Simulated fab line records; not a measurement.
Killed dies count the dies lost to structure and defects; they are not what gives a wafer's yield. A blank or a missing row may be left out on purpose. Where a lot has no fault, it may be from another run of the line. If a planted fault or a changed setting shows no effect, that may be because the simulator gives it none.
Which of the tools did it? + flow nand_harc + Sampling: 24 lots, 72 wafers, 5 of 1302 route steps

== WHAT THE GAUGES SHOWED, per wafer ==
NHARC_A_START_INSPECT_01. Usual: raw_defect_count at 3.6, with a standard deviation of 1.9.
| lot  | measured     | on                | raw_defect_count | flag |
|------|--------------|-------------------|------------------|------|
| L074 | day 7 00:05  | defect_inspect-02 | 5 3 1            |      |
| L075 | day 7 07:22  | defect_inspect-01 | 4 1 2            |      |
| L076 | day 7 12:57  | defect_inspect-01 | 4 6 4            |      |
| L077 | day 8 07:12  | defect_inspect-02 | 3 2 4            |      |
| L078 | day 8 09:04  | defect_inspect-02 | 2 3 4            |      |
| L079 | day 8 22:35  | defect_inspect-02 | 2 2 3            |      |
| L081 | day 9 13:52  | defect_inspect-01 | 4 2 5            |      |
| L080 | day 9 15:09  | defect_inspect-01 | 1 2 4            |      |
| L082 | day 10 03:16 | defect_inspect-01 | 2 5 2            |      |
| L083 | day 10 20:05 | defect_inspect-01 | 6 1 3            |      |
| L084 | day 11 08:49 | defect_inspect-01 | 7 5 4            |      |
| L085 | day 11 17:20 | defect_inspect-02 | 3 2 5            |      |
| L087 | day 12 00:54 | defect_inspect-02 | 1 2 3            |      |
| L086 | day 12 01:40 | defect_inspect-02 | 2 2 1            |      |
| L088 | day 12 20:50 | defect_inspect-02 | 3 8 7            |      |
| L089 | day 12 21:37 | defect_inspect-01 | 8 5 5            |      |
| L090 | day 13 11:11 | defect_inspect-02 | 7 4 2            |      |
| L091 | day 13 21:25 | defect_inspect-02 | 4 6 4            |      |
| L092 | day 14 02:34 | defect_inspect-01 | 2 3 5            |      |
| L093 | day 14 15:01 | defect_inspect-02 | 3 9 4            |      |
| L094 | day 14 22:13 | defect_inspect-02 | 1 4 3            |      |
| L095 | day 15 13:34 | defect_inspect-01 | 2 5 4            |      |
| L096 | day 15 22:07 | defect_inspect-01 | 5 2 2            |      |
| L097 | day 16 04:13 | defect_inspect-01 | 6 7 6            |      |

== TOOL THAT RAN EACH LOT (tool first, then ch and the chambers of the sampled wafers, then the start) ==
| lot  | NHARC_P_M1_CMP_23             | NHARC_P_BONDPAD_DESCUM_11          | NHARC_P_BONDPAD_ANNEAL_28        | NHARC_P_BONDPAD_CMP_19        |
|------|-------------------------------|------------------------------------|----------------------------------|-------------------------------|
| L074 | cmp-01 ch 0,1,2, day 6 14:30  | rie_diel-05 ch 1,2, day 6 21:04    | rtp_anneal-02 ch 0, day 6 22:44  | cmp-04 ch 0,1,2, day 6 23:10  |
| L075 | cmp-01 ch 0,2,3, day 6 21:47  | rie_diel-05 ch 1,3, day 7 04:23    | rtp_anneal-02 ch 0, day 7 06:03  | cmp-03 ch 1,3, day 7 06:25    |
| L076 | cmp-03 ch 1,2,3, day 7 03:09  | rie_diel-12 ch 0,1,2, day 7 09:49  | rtp_anneal-01 ch 0, day 7 11:41  | cmp-03 ch 0,1, day 7 11:56    |
| L077 | cmp-01 ch 2,3, day 7 21:40    | rie_diel-07 ch 2,3, day 8 04:12    | rtp_anneal-02 ch 0, day 8 06:01  | cmp-04 ch 1,2,3, day 8 06:16  |
| L078 | cmp-03 ch 0,1,3, day 7 23:35  | rie_diel-05 ch 0,1, day 8 06:02    | rtp_anneal-02 ch 0, day 8 07:43  | cmp-03 ch 1,2, day 8 08:06    |
| L079 | cmp-01 ch 0,2,3, day 8 12:32  | rie_diel-07 ch 2,3, day 8 19:32    | rtp_anneal-02 ch 0, day 8 21:19  | cmp-03 ch 1,2, day 8 21:34    |
| L081 | cmp-02 ch 0,1,3, day 9 04:13  | rie_diel-05 ch 0,1,3, day 9 10:50  | rtp_anneal-02 ch 0, day 9 12:31  | cmp-03 ch 0,1,2, day 9 12:51  |
| L080 | cmp-02 ch 2,3, day 9 05:37    | rie_diel-12 ch 1,2, day 9 12:07    | rtp_anneal-02 ch 0, day 9 13:55  | cmp-03 ch 0,2, day 9 14:10    |
| L082 | cmp-02 ch 1,2,3, day 9 17:32  | rie_diel-12 ch 0,3, day 10 00:11   | rtp_anneal-01 ch 0, day 10 01:55 | cmp-04 ch 1,2,3, day 10 02:16 |
| L083 | cmp-02 ch 0,1,2, day 10 09:50 | rie_diel-12 ch 1,2,3, day 10 16:55 | rtp_anneal-01 ch 0, day 10 18:44 | cmp-01 ch 0,3, day 10 19:08   |
| L084 | cmp-01 ch 2,3, day 10 18:17   | rie_diel-12 ch 0,3, day 11 05:08   | rtp_anneal-02 ch 0, day 11 07:28 | cmp-03 ch 0,1,2, day 11 07:53 |
| L085 | cmp-03 ch 0,1,3, day 11 07:16 | rie_diel-05 ch 2,3, day 11 14:11   | rtp_anneal-01 ch 0, day 11 16:03 | cmp-04 ch 0,2,3, day 11 16:21 |
| L087 | cmp-03 ch 0,2,3, day 11 15:18 | rie_diel-07 ch 0,2,3, day 11 21:53 | rtp_anneal-01 ch 0, day 11 23:34 | cmp-01 ch 1,2, day 11 23:56   |
| L086 | cmp-03 ch 1,2, day 11 16:10   | rie_diel-07 ch 0,3, day 11 22:31   | rtp_anneal-01 ch 0, day 12 00:23 | cmp-01 ch 0,3, day 12 00:41   |
| L088 | cmp-03 ch 1,2,3, day 12 10:41 | rie_diel-05 ch 0,3, day 12 17:26   | rtp_anneal-02 ch 0, day 12 19:29 | cmp-04 ch 1,3, day 12 19:50   |
| L089 | cmp-01 ch 2,3, day 12 11:23   | rie_diel-12 ch 1,2,3, day 12 18:29 | rtp_anneal-02 ch 0, day 12 20:19 | cmp-01 ch 1,3, day 12 20:38   |
| L090 | cmp-01 ch 1,2,3, day 13 01:32 | rie_diel-12 ch 0,1,3, day 13 08:09 | rtp_anneal-02 ch 0, day 13 09:53 | cmp-04 ch 0,1,3, day 13 10:10 |
| L091 | cmp-03 ch 0,1, day 13 11:55   | rie_diel-12 ch 2,3, day 13 18:24   | rtp_anneal-01 ch 0, day 13 20:07 | cmp-03 ch 1,2,3, day 13 20:30 |
| L092 | cmp-02 ch 0,3, day 13 17:02   | rie_diel-07 ch 0,2,3, day 13 23:34 | rtp_anneal-02 ch 0, day 14 01:13 | cmp-01 ch 0,1,3, day 14 01:38 |
| L093 | cmp-03 ch 1,2,3, day 14 04:53 | rie_diel-12 ch 2,3, day 14 11:40   | rtp_anneal-01 ch 0, day 14 13:28 | cmp-04 ch 1,2,3, day 14 14:02 |
| L094 | cmp-02 ch 0,1, day 14 12:33   | rie_diel-07 ch 0,1, day 14 19:12   | rtp_anneal-02 ch 0, day 14 20:59 | cmp-01 ch 0,1, day 14 21:13   |
| L095 | cmp-01 ch 0,1, day 15 03:51   | rie_diel-12 ch 0,1,2, day 15 10:33 | rtp_anneal-01 ch 0, day 15 12:19 | cmp-04 ch 0,2,3, day 15 12:38 |
| L096 | cmp-01 ch 0,1, day 15 12:31   | rie_diel-05 ch 0,1,3, day 15 19:08 | rtp_anneal-02 ch 0, day 15 20:47 | cmp-01 ch 0,2,3, day 15 21:11 |
| L097 | cmp-03 ch 0,1,3, day 15 18:47 | rie_diel-07 ch 1,2,3, day 16 01:09 | rtp_anneal-01 ch 0, day 16 02:59 | cmp-01 ch 0,1,2, day 16 03:13 |
- NHARC_P_M1_CMP_23: polishes, t overpolish 20 s, target thk 157.82 nm.
- NHARC_P_BONDPAD_DESCUM_11: chemistry O2, time 3 s.
- NHARC_P_BONDPAD_ANNEAL_28: time 90 s.
- NHARC_P_BONDPAD_CMP_19: polishes, t overpolish 30 s, cu recess touch 16 s, target thk 160.81 nm.

== AS READ BY THE TOOLS THEMSELVES (means over the sampled wafers that have a number; for cases with no such wafer, the mark the record gives instead) ==
NHARC_P_M1_CMP_23. Usual: motor_current_A 12.1 A, standard deviation 0.93; time_to_endpoint_s 28 s, standard deviation 4.2.
| lot  | tool   | motor_current_A (A) | time_to_endpoint_s (s) | flag |
|------|--------|---------------------|------------------------|------|
| L074 | cmp-01 | 12.0                | 25                     |      |
| L075 | cmp-01 | 11.8                | 29                     |      |
| L076 | cmp-03 | 11.4                | 27                     |      |
| L077 | cmp-01 | 12.5                | 28                     |      |
| L078 | cmp-03 | 11.4                | 25                     |      |
| L079 | cmp-01 | 11.6                | 28                     |      |
| L081 | cmp-02 | 12.6                | 27                     |      |
| L080 | cmp-02 | 13.0                | 33                     |      |
| L082 | cmp-02 | 12.4                | 32                     |      |
| L083 | cmp-02 | 13.4                | 26                     |      |
| L084 | cmp-01 | 12.1                | 26                     |      |
| L085 | cmp-03 | 11.5                | 30                     |      |
| L087 | cmp-03 | 12.0                | 29                     |      |
| L086 | cmp-03 | 11.4                | 28                     |      |
| L088 | cmp-03 | 11.5                | 29                     |      |
| L089 | cmp-01 | 11.5                | 27                     |      |
| L090 | cmp-01 | 12.5                | 26                     |      |
| L091 | cmp-03 | 11.5                | 28                     |      |
| L092 | cmp-02 | 13.7                | 28                     |      |
| L093 | cmp-03 | 11.9                | 26                     |      |
| L094 | cmp-02 | 13.3                | 28                     |      |
| L095 | cmp-01 | 11.9                | 25                     |      |
| L096 | cmp-01 | 11.5                | 25                     |      |
| L097 | cmp-03 | 11.6                | 27                     |      |

NHARC_P_BONDPAD_DESCUM_11. Usual: drypump_motor_current_A 5.7 A, standard deviation 0.32; oes_product_au 1.000 a.u., standard deviation 0.012; rf_vpp_V 57.9 V, standard deviation 0.84; showerhead_plenum_p_Torr 1.94 Torr, standard deviation 0.064; throttle_valve_pct 11.311 %, standard deviation 0.0085.
| lot  | tool        | drypump_motor_current_A (A) | oes_product_au (a.u.) | rf_vpp_V (V) | showerhead_plenum_p_Torr (Torr) | throttle_valve_pct (%) | flag |
|------|-------------|-----------------------------|-----------------------|--------------|---------------------------------|------------------------|------|
| L074 | rie_diel-05 | 5.8                         | 1.000                 | 58.7         | 1.99                            | 11.316                 |      |
| L075 | rie_diel-05 | 5.5                         | 0.998                 | 57.9         | 1.92                            | 11.316                 |      |
| L076 | rie_diel-12 | 5.3                         | 1.002                 | 57.3         | 1.87                            | 11.308                 |      |
| L077 | rie_diel-07 | 6.0                         | 1.002                 | 57.6         | 1.96                            | 11.311                 |      |
| L078 | rie_diel-05 | 5.7                         | 0.996                 | 57.4         | 1.99                            | 11.311                 |      |
| L079 | rie_diel-07 | 6.0                         | 1.007                 | 58.7         | 1.96                            | 11.309                 |      |
| L081 | rie_diel-05 | 5.6                         | 1.008                 | 58.2         | 1.96                            | 11.315                 |      |
| L080 | rie_diel-12 | 5.2                         | 1.005                 | 58.4         | 1.89                            | 11.302                 |      |
| L082 | rie_diel-12 | 5.9                         | 1.003                 | 58.0         | 1.93                            | 11.312                 |      |
| L083 | rie_diel-12 | 5.5                         | 1.000                 | 57.5         | 1.91                            | 11.303                 |      |
| L084 | rie_diel-12 | 5.8                         | 1.015                 | 57.5         | 1.89                            | 11.305                 |      |
| L085 | rie_diel-05 | 5.6                         | 1.010                 | 57.7         | 1.93                            | 11.312                 |      |
| L087 | rie_diel-07 | 5.8                         | 0.996                 | 58.5         | 1.95                            | 11.313                 |      |
| L086 | rie_diel-07 | 5.8                         | 1.004                 | 57.4         | 1.93                            | 11.314                 |      |
| L088 | rie_diel-05 | 5.6                         | 1.015                 | 58.2         | 1.96                            | 11.307                 |      |
| L089 | rie_diel-12 | 5.5                         | 0.994                 | 58.4         | 1.90                            | 11.305                 |      |
| L090 | rie_diel-12 | 5.7                         | 0.991                 | 57.9         | 1.88                            | 11.314                 |      |
| L091 | rie_diel-12 | 5.5                         | 1.002                 | 57.9         | 1.94                            | 11.306                 |      |
| L092 | rie_diel-07 | 5.8                         | 0.986                 | 57.9         | 1.95                            | 11.319                 |      |
| L093 | rie_diel-12 | 5.8                         | 0.998                 | 57.2         | 1.95                            | 11.312                 |      |
| L094 | rie_diel-07 | 5.8                         | 1.000                 | 57.2         | 1.99                            | 11.314                 |      |
| L095 | rie_diel-12 | 5.4                         | 0.987                 | 56.5         | 1.86                            | 11.307                 |      |
| L096 | rie_diel-05 | 5.6                         | 1.000                 | 58.0         | 1.95                            | 11.316                 |      |
| L097 | rie_diel-07 | 6.0                         | 1.004                 | 58.2         | 1.99                            | 11.312                 |      |

NHARC_P_BONDPAD_ANNEAL_28. Usual: wafer_temp_C_max at 226.04, with a standard deviation of 0.26.
| lot  | tool          | wafer_temp_C_max | flag |
|------|---------------|------------------|------|
| L074 | rtp_anneal-02 | 225.88           |      |
| L075 | rtp_anneal-02 | 226.17           |      |
| L076 | rtp_anneal-01 | 226.40           |      |
| L077 | rtp_anneal-02 | 226.32           |      |
| L078 | rtp_anneal-02 | 226.06           |      |
| L079 | rtp_anneal-02 | 225.79           |      |
| L081 | rtp_anneal-02 | 225.86           |      |
| L080 | rtp_anneal-02 | 225.99           |      |
| L082 | rtp_anneal-01 | 225.84           |      |
| L083 | rtp_anneal-01 | 226.21           |      |
| L084 | rtp_anneal-02 | 225.62           |      |
| L085 | rtp_anneal-01 | 226.25           |      |
| L087 | rtp_anneal-01 | 226.08           |      |
| L086 | rtp_anneal-01 | 225.99           |      |
| L088 | rtp_anneal-02 | 225.94           |      |
| L089 | rtp_anneal-02 | 226.04           |      |
| L090 | rtp_anneal-02 | 226.06           |      |
| L091 | rtp_anneal-01 | 225.78           |      |
| L092 | rtp_anneal-02 | 226.47           |      |
| L093 | rtp_anneal-01 | 226.16           |      |
| L094 | rtp_anneal-02 | 226.15           |      |
| L095 | rtp_anneal-01 | 226.08           |      |
| L096 | rtp_anneal-02 | 225.90           |      |
| L097 | rtp_anneal-01 | 225.86           |      |

NHARC_P_BONDPAD_CMP_19. Usual: motor_current_A 12.2 A, standard deviation 0.95; overpolish_run_s 30.000 s, standard deviation 0.0092.
| lot  | tool   | motor_current_A (A) | overpolish_run_s (s) | flag |
|------|--------|---------------------|----------------------|------|
| L074 | cmp-04 | 13.3                | 29.998               |      |
| L075 | cmp-03 | 11.9                | 30.003               |      |
| L076 | cmp-03 | 11.3                | 30.000               |      |
| L077 | cmp-04 | 13.2                | 29.995               |      |
| L078 | cmp-03 | 11.4                | 30.004               |      |
| L079 | cmp-03 | 11.7                | 29.995               |      |
| L081 | cmp-03 | 11.6                | 30.007               |      |
| L080 | cmp-03 | 11.8                | 29.997               |      |
| L082 | cmp-04 | 13.6                | 30.002               |      |
| L083 | cmp-01 | 11.7                | 30.011               |      |
| L084 | cmp-03 | 11.6                | 30.001               |      |
| L085 | cmp-04 | 12.6                | 30.012               |      |
| L087 | cmp-01 | 12.8                | 30.003               |      |
| L086 | cmp-01 | 11.1                | 30.008               |      |
| L088 | cmp-04 | 12.7                | 30.000               |      |
| L089 | cmp-01 | 12.2                | 29.999               |      |
| L090 | cmp-04 | 12.1                | 30.003               |      |
| L091 | cmp-03 | 11.6                | 30.002               |      |
| L092 | cmp-01 | 11.9                | 29.993               |      |
| L093 | cmp-04 | 12.9                | 30.004               |      |
| L094 | cmp-01 | 11.6                | 29.994               |      |
| L095 | cmp-04 | 12.5                | 29.994               |      |
| L096 | cmp-01 | 11.7                | 30.002               |      |
| L097 | cmp-01 | 11.9                | 30.001               |      |

== THE ANSWER, worked out from the rows above alone ==
Rule: take the mean of a lot's wafers that have a number; if it is more than 3 standard deviations from the usual mean, the lot is off. A lot without any number at a reading at which 4 lots or more have one is off too. Where the step has rows for the other lots, those lots are counted as sound. Order of review: gauges by route order, followed by the tools' own readings, for which a lot's mean as printed above is used. At the first step where some lot is off, the reading lying furthest off is the one used; lots without a number count as furthest.
No lot is off on any of the readings shown, so nothing can be concluded from this.

== WHAT THE SIMULATOR HAD INSERTED ==
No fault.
